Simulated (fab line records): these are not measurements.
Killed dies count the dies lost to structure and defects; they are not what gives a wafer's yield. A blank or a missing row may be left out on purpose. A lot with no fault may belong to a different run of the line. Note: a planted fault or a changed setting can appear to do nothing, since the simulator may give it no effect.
Which of the tools did it? | flow n5_finfet | 69 wafers from 23 lots sampled at 3 of the route's 1938 steps

== WHAT EACH GAUGE READ, for each wafer ==
N5_MOL_CONTACT_COAG_CD_MEAS_137: target cd 16 nm. Usual: cd_nm reads 16.0 nm (standard deviation 0.43).
lot  | measured     | on        | cd_nm (nm)     | flag
L074 | day 5 05:12  | cd_sem-01 | 16.9 16.6 16.3 |
L075 | day 5 16:17  | cd_sem-01 | 15.6 16.0 15.8 |
L076 | day 5 16:33  | cd_sem-01 | 15.9 16.8 15.6 |
L077 | day 5 19:31  | cd_sem-02 | 15.8 16.0 15.8 |
L078 | day 6 05:07  | cd_sem-03 | 16.1 16.4 16.4 |
L079 | day 6 07:56  | cd_sem-01 | 16.1 15.8 16.1 |
L080 | day 6 14:24  | cd_sem-02 | 15.3 16.0 16.2 |
L081 | day 6 21:08  | cd_sem-03 | 15.9 16.1 16.0 |
L082 | day 7 04:46  | cd_sem-02 | 15.5 15.6 15.9 |
L083 | day 7 09:16  | cd_sem-02 | 15.5 15.7 15.8 |
L084 | day 7 19:32  | cd_sem-03 | 16.2 16.6 16.5 |
L085 | day 7 19:43  | cd_sem-01 | 16.6 16.1 16.1 |
L086 | day 8 05:14  | cd_sem-02 | 16.1 16.4 16.5 |
L087 | day 8 12:49  | cd_sem-01 | 16.2 16.2 15.4 |
L088 | day 8 15:29  | cd_sem-03 | 15.4 16.4 16.3 |
L089 | day 9 00:08  | cd_sem-02 | 16.6 15.7 16.4 |
L090 | day 9 04:24  | cd_sem-01 | 15.4 15.2 15.3 |
L091 | day 9 11:28  | cd_sem-02 | 16.3 16.5 15.4 |
L092 | day 9 13:13  | cd_sem-01 | 16.0 16.3 16.6 |
L093 | day 10 06:14 | cd_sem-01 | 15.7 15.9 16.2 |
L095 | day 10 07:55 | cd_sem-01 | 16.1 15.7 15.8 |
L096 | day 10 21:12 | cd_sem-03 | 16.0 15.8 15.8 |
L097 | day 11 00:44 | cd_sem-01 | 16.0 15.1 15.8 |

== EACH LOT AND THE TOOL THAT RAN IT (in order: tool; ch and the chambers of the sampled wafers; start) ==
lot  | N5_MOL_CONTACT_COAG_STRIP_96       | N5_MOL_CONTACT_COAG_STRIP_119
L074 | rie_diel-06 ch 0,1, day 5 04:56    | plasma_asher-02 ch 0,1, day 5 05:04
L075 | rie_diel-06 ch 0,1,2, day 5 16:01  | plasma_asher-01 ch 0,1, day 5 16:08
L076 | rie_diel-05 ch 1,2,3, day 5 16:17  | plasma_asher-02 ch 0,1, day 5 16:24
L077 | rie_diel-05 ch 1,2, day 5 19:04    | plasma_asher-01 ch 0,1, day 5 19:22
L078 | rie_diel-06 ch 1,2, day 6 04:50    | plasma_asher-02 ch 0, day 6 04:58
L079 | rie_diel-04 ch 0,2, day 6 07:40    | plasma_asher-01 ch 0,1, day 6 07:48
L080 | rie_diel-04 ch 0,1,3, day 6 14:08  | plasma_asher-01 ch 0,1, day 6 14:15
L081 | rie_diel-05 ch 0,2, day 6 20:35    | plasma_asher-02 ch 1, day 6 21:00
L082 | rie_diel-04 ch 0,1, day 7 04:29    | plasma_asher-02 ch 0,1, day 7 04:38
L083 | rie_diel-04 ch 0,3, day 7 08:59    | plasma_asher-01 ch 0,1, day 7 09:08
L084 | rie_diel-06 ch 0,1,3, day 7 19:16  | plasma_asher-02 ch 0, day 7 19:23
L085 | rie_diel-05 ch 0,2,3, day 7 19:27  | plasma_asher-02 ch 0,1, day 7 19:34
L086 | rie_diel-05 ch 1,2,3, day 8 04:58  | plasma_asher-01 ch 0,1, day 8 05:05
L087 | rie_diel-04 ch 0,1,2, day 8 12:32  | plasma_asher-01 ch 0, day 8 12:40
L088 | rie_diel-06 ch 0,2,3, day 8 15:13  | plasma_asher-01 ch 0,1, day 8 15:21
L089 | rie_diel-05 ch 0,2, day 8 23:52    | plasma_asher-02 ch 0,1, day 8 23:59
L090 | rie_diel-06 ch 1,2,3, day 9 04:05  | plasma_asher-01 ch 0,1, day 9 04:13
L091 | rie_diel-06 ch 0,2,3, day 9 11:10  | plasma_asher-01 ch 0,1, day 9 11:17
L092 | rie_diel-04 ch 1,2, day 9 12:55    | plasma_asher-02 ch 0,1, day 9 13:02
L093 | rie_diel-04 ch 0,3, day 10 05:58   | plasma_asher-02 ch 0,1, day 10 06:05
L095 | rie_diel-06 ch 0,2,3, day 10 07:39 | plasma_asher-02 ch 0,1, day 10 07:46
L096 | rie_diel-06 ch 0,1, day 10 20:55   | plasma_asher-02 ch 0,1, day 10 21:04
L097 | rie_diel-04 ch 0,2, day 11 00:28   | plasma_asher-02 ch 0,1, day 11 00:35
- N5_MOL_CONTACT_COAG_STRIP_96: strips in N2/H2.
- N5_MOL_CONTACT_COAG_STRIP_119: strips in N2/H2, time 30 s.

== AS READ BY THE TOOLS THEMSELVES (means over the sampled wafers that have a number; for cases with no such wafer, the mark the record gives instead) ==
N5_MOL_CONTACT_COAG_STRIP_96. Usual: drypump_motor_current_A 5.8 A, standard deviation 0.43; oes_product_au 0.79 a.u., standard deviation 0.1; rf_vpp_V 122.2 V, standard deviation 1.3; showerhead_plenum_p_Torr 3.39 Torr, standard deviation 0.1; throttle_valve_pct 18.9 %, standard deviation 0.49.
lot  | tool        | drypump_motor_current_A (A) | oes_product_au (a.u.) | rf_vpp_V (V) | showerhead_plenum_p_Torr (Torr) | throttle_valve_pct (%) | flag
L074 | rie_diel-06 | 5.8                         | 0.71                  | 121.9        | 3.27                            | 18.8                   |
L075 | rie_diel-06 | 6.1                         | 0.70                  | 122.9        | 3.35                            | 18.7                   |
L076 | rie_diel-05 | 6.0                         | 0.82                  | 121.9        | 3.44                            | 19.1                   |
L077 | rie_diel-05 | 6.0                         | 0.90                  | 121.8        | 3.47                            | 18.7                   |
L078 | rie_diel-06 | 6.5                         | 0.70                  | 121.6        | 3.43                            | 18.7                   |
L079 | rie_diel-04 | 5.5                         | 0.73                  | 122.6        | 3.46                            | 18.9                   |
L080 | rie_diel-04 | 5.4                         | 0.71                  | 123.1        | 3.41                            | 19.3                   |
L081 | rie_diel-05 | 5.6                         | 0.85                  | 123.2        | 3.47                            | 19.2                   |
L082 | rie_diel-04 | 5.3                         | 0.69                  | 122.3        | 3.45                            | 19.4                   |
L083 | rie_diel-04 | 5.3                         | 0.69                  | 122.7        | 3.39                            | 19.0                   |
L084 | rie_diel-06 | 5.9                         | 0.77                  | 122.5        | 3.35                            | 18.6                   |
L085 | rie_diel-05 | 5.8                         | 0.80                  | 121.8        | 3.40                            | 19.4                   |
L086 | rie_diel-05 | 6.0                         | 0.79                  | 122.0        | 3.43                            | 19.2                   |
L087 | rie_diel-04 | 5.5                         | 0.74                  | 122.1        | 3.46                            | 19.2                   |
L088 | rie_diel-06 | 5.9                         | 0.84                  | 122.1        | 3.34                            | 18.5                   |
L089 | rie_diel-05 | 5.6                         | 0.82                  | 122.4        | 3.46                            | 19.2                   |
L090 | rie_diel-06 | 6.2                         | 0.92                  | 122.2        | 3.42                            | 18.3                   |
L091 | rie_diel-06 | 5.8                         | 0.82                  | 122.1        | 3.34                            | 18.5                   |
L092 | rie_diel-04 | 5.7                         | 0.78                  | 122.4        | 3.49                            | 19.0                   |
L093 | rie_diel-04 | 5.3                         | 0.86                  | 122.9        | 3.38                            | 18.7                   |
L095 | rie_diel-06 | 5.8                         | 0.80                  | 121.9        | 3.33                            | 18.5                   |
L096 | rie_diel-06 | 6.1                         | 0.84                  | 123.0        | 3.33                            | 18.6                   |
L097 | rie_diel-04 | 5.7                         | 0.83                  | 122.6        | 3.46                            | 18.6                   |

N5_MOL_CONTACT_COAG_STRIP_119. Usual: drypump_motor_current_A 5.7 A, standard deviation 0.47; heater_power_w 345 W, standard deviation 19.
lot  | tool            | drypump_motor_current_A (A) | heater_power_w (W) | flag
L074 | plasma_asher-02 | 5.7                         | 336                |
L075 | plasma_asher-01 | 6.0                         | 348                |
L076 | plasma_asher-02 | 5.7                         | 333                |
L077 | plasma_asher-01 | 6.0                         | 349                |
L078 | plasma_asher-02 | 5.8                         | 331                |
L079 | plasma_asher-01 | 5.6                         | 362                |
L080 | plasma_asher-01 | 6.0                         | 345                |
L081 | plasma_asher-02 | 5.5                         | 349                |
L082 | plasma_asher-02 | 5.6                         | 337                |
L083 | plasma_asher-01 | 5.5                         | 363                |
L084 | plasma_asher-02 | 5.8                         | 328                |
L085 | plasma_asher-02 | 5.6                         | 341                |
L086 | plasma_asher-01 | 6.0                         | 348                |
L087 | plasma_asher-01 | 5.1                         | 376                |
L088 | plasma_asher-01 | 5.6                         | 364                |
L089 | plasma_asher-02 | 5.7                         | 332                |
L090 | plasma_asher-01 | 6.0                         | 351                |
L091 | plasma_asher-01 | 5.5                         | 360                |
L092 | plasma_asher-02 | 5.6                         | 341                |
L093 | plasma_asher-02 | 5.6                         | 339                |
L095 | plasma_asher-02 | 5.7                         | 335                |
L096 | plasma_asher-02 | 5.7                         | 336                |
L097 | plasma_asher-02 | 5.7                         | 334                |

== THE ANSWER, worked out from the rows above alone ==
Rule: lot off if the mean of its wafers having a number is beyond 3 standard deviations from the usual mean. Also off: a lot with no number at a reading for which 4 or more lots have one. All remaining lots with rows at the step are treated as sound. The gauges are gone through in route order, then the tools' own readings, and for those a lot's mean is taken as printed above. At the first step where some lot is off, the reading lying furthest off is the one used; lots without a number count as furthest.
None of the lots is off at any reading shown; this tells nothing.

== WHAT HAD BEEN PUT IN BY THE SIMULATOR ==
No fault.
